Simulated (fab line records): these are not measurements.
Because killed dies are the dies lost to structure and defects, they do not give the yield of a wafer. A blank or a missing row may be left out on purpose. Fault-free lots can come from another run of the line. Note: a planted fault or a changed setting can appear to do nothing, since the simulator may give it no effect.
What tool caused it? | flow nandHarc | 10 lots with 30 wafers sampled at 4 steps, on a route of 1302 steps

WHAT EACH GAUGE READ, for each wafer
NHARC_A_CHANNEL_HOLE_D2_CD_MEAS_31.
lot  | measured     | on       | cdNm (nm)
L715 | day 15 04:15 | cdSem-01 | 0.9 -0.1 2.2
L713 | day 15 07:17 | cdSem-02 | -0.7 4.4 2.8
L714 | day 15 08:24 | cdSem-02 | 89.0 89.1 89.3
L722 | day 18 23:07 | cdSem-02 | 92.3 92.1 92.3
L724 | day 19 14:25 | cdSem-02 | 89.8 91.0 89.9
L723 | day 19 16:37 | cdSem-02 | 91.0 89.7 89.2
L726 | day 20 05:23 | cdSem-03 | 92.6 93.1 90.9
L728 | day 20 14:37 | cdSem-01 | 93.3 92.7 92.3
L727 | day 20 15:28 | cdSem-01 | 88.2 92.1 90.2
L730 | day 22 03:17 | cdSem-03 | 89.4 90.5 91.5

EACH LOT AND THE TOOL THAT RAN IT (in order: tool; ch and the chambers of the sampled wafers; start)
lot  | NHARC_A_CHANNEL_HOLE_D2_ETCH_34              | NHARC_A_CHANNEL_HOLE_D2_ETCH_21 | NHARC_A_CHANNEL_HOLE_D2_ETCH_24
L715 | rieDiel-02 ch 0,1,2, day 14 23:10 or earlier | harEtch-02 ch 0,1, day 14 23:10 | harEtch-02 ch 0,1, day 15 00:52
L713 | rieDiel-01 ch 0,3, day 15 01:20 or earlier   | harEtch-01 ch 0,1, day 15 01:20 | harEtch-01 ch 0,1, day 15 03:05
L714 | rieDiel-13 ch 0,1,3, day 15 03:23 or earlier | harEtch-02 ch 0,1, day 15 03:23 | harEtch-02 ch 0,1, day 15 05:10
L722 | rieDiel-01 ch 0,1,2, day 18 18:01 or earlier | harEtch-01 ch 0,1, day 18 18:01 | harEtch-01 ch 0,1, day 18 19:44
L724 | rieDiel-13 ch 0,1,3, day 19 09:19 or earlier | harEtch-02 ch 0,1, day 19 09:19 | harEtch-02 ch 0,1, day 19 11:07
L723 | rieDiel-01 ch 0,2,3, day 19 11:23 or earlier | harEtch-01 ch 0,1, day 19 11:23 | harEtch-01 ch 0,1, day 19 13:05
L726 | rieDiel-01 ch 0,2,3, day 20 00:26 or earlier | harEtch-01 ch 0,1, day 20 00:26 | harEtch-01 ch 0,1, day 20 02:14
L728 | rieDiel-02 ch 2,3, day 20 09:31 or earlier   | harEtch-01 ch 0,1, day 20 09:31 | harEtch-01 ch 0,1, day 20 11:13
L727 | rieDiel-13 ch 1,2, day 20 10:22 or earlier   | harEtch-02 ch 0,1, day 20 10:22 | harEtch-02 ch 0,1, day 20 12:04
L730 | rieDiel-01 ch 0,1, day 21 22:16 or earlier   | harEtch-02 ch 0,1, day 21 22:16 | harEtch-02 ch 0,1, day 22 00:01
- NHARC_A_CHANNEL_HOLE_D2_ETCH_34: etches the open film in CF4/CHF3, target depth 154 nm, time 77 s.
- NHARC_A_CHANNEL_HOLE_D2_ETCH_21: etches the open film in C4F8/O2/Ar, time 514.3 s, target depth 1600 nm.
- NHARC_A_CHANNEL_HOLE_D2_ETCH_24: etches the open film in C4F8/O2/Ar, time 906.2 s, target depth 1500 nm.

THE ANSWER, worked out from the rows above alone
Rule: usual is defined by the lots themselves. Put in order of their means at a reading, lots are off if they are a third of the lots or fewer, leave a main group of 4 or more, and stand apart from it by a gap of 3 or more times the standard deviation of the main group's means; of several such gaps the widest counts. Not used: any main group whose means are identical at the precision the tables above print for the reading. A lot without any number at a reading at which 4 lots or more have one is off too. All remaining lots with rows at the step are treated as sound.
Off at NHARC_A_CHANNEL_HOLE_D2_CD_MEAS_31 (cdNm): L715, L713. For the main group the mean is 90.9 nm and the standard deviation 1.2.
If a tool, at a process step before that reading, ran all the lots that are off and no sound lot after the first of them, it fits. Gauges at NHARC_A_CHANNEL_HOLE_D2_CD_MEAS_31: tried the same way as those tools. NHARC_A_CHANNEL_HOLE_D2_ETCH_34 gives no start for some lots, so the hours and the order of its lots are those of NHARC_A_CHANNEL_HOLE_D2_ETCH_21. None of those tried fits.

WHAT THE SIMULATOR HAD PUT IN
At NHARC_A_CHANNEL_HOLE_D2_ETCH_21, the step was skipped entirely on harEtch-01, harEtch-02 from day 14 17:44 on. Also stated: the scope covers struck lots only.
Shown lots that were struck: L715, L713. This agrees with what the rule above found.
